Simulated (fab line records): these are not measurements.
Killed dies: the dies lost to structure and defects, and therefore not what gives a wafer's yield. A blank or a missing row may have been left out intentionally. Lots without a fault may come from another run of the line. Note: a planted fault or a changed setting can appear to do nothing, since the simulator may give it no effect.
Chamber matching | flow nand harc | rie diel-13 running NHARC_A_CONTACT_ETCH_102: 4 sister chambers
The step etches the open film in CF4/O2, target depth 100 nm, overetch 10 nm, time 55 s. 16 wafers are shown with their chamber, then 7 later ones without.

== WAFERS WITH THEIR CHAMBER ==
wafer  | chamber | showerhead plenum p Torr (Torr) | drypump motor current A (A) | rf vpp V (V)
L075.1 | 1       | 1.41                            | 6.1                         | 199.9
L075.3 | 2       | 1.41                            | 5.4                         | 199.3
L077.1 | 1       | 1.41                            | 6.2                         | 199.9
L077.2 | 2       | 1.41                            | 5.5                         | 200.4
L077.4 | 0       | 1.24                            | 6.3                         | 196.1
L086.1 | 0       | 1.24                            | 6.3                         | 196.7
L086.2 | 2       | 1.40                            | 5.5                         | 199.9
L086.4 | 1       | 1.40                            | 6.1                         | 199.5
L087.2 | 2       | 1.40                            | 5.5                         | 199.9
L087.4 | 1       | 1.40                            | 6.1                         | 198.5
L087.6 | 1       | 1.40                            | 6.1                         | 200.0
L090.1 | 1       | 1.40                            | 6.2                         | 199.5
L090.4 | 2       | 1.40                            | 5.5                         | 198.2
L090.6 | 3       | 1.37                            | 5.2                         | 198.3
L094.2 | 0       | 1.23                            | 6.3                         | 196.4
L094.5 | 3       | 1.37                            | 5.1                         | 198.5

SIGNATURES (averages over the wafers above)
reading                  | chamber 0 | chamber 1 | chamber 2 | chamber 3 | scatter within a chamber
showerhead plenum p Torr | 1.2367    | 1.4033    | 1.4040    | 1.3700    | 0.00516
drypump motor current A  | 6.300     | 6.133     | 5.480     | 5.150     | 0.0468
rf vpp V                 | 196.400   | 199.550   | 199.540   | 198.400   | 0.62
Rule: for each reading, subtract the chamber's mean from the wafer's reading, divide by that reading's scatter and square the result; add these up over the readings and take the root, which gives the wafer's distance from the chamber. If the next closest chamber is less than 2 further off than the closest, the wafer can't be placed; otherwise it belongs to the closest. The scatter is the square root of a quotient: the sum, over the shown wafers, of each reading's squared deviation from its chamber's mean, divided by wafers minus chambers.

== WAFERS WHOSE CHAMBER IS MISSING ==
wafer  | showerhead plenum p Torr (Torr) | drypump motor current A (A) | rf vpp V (V)
L094.6 | 1.23                            | 6.3                         | 196.3
L092.1 | 1.37                            | 5.2                         | 198.6
L092.5 | 1.23                            | 6.3                         | 196.7
L092.6 | 1.40                            | 6.1                         | 199.0
L093.2 | 1.40                            | 6.1                         | 198.5
L093.3 | 1.37                            | 5.2                         | 198.8
L093.6 | 1.40                            | 6.1                         | 200.5

== CHAMBER TAKEN BY EACH ==
wafer  | from the rows above | in truth
L094.6 | 0                   | 0
L092.1 | 3                   | 3
L092.5 | 0                   | 0
L092.6 | 1                   | 1
L093.2 | 1                   | 1
L093.3 | 3                   | 3
L093.6 | 1                   | 1
Correctly placed: 7 of 7. Not placeable from these rows: 0. 0 placed wrongly.
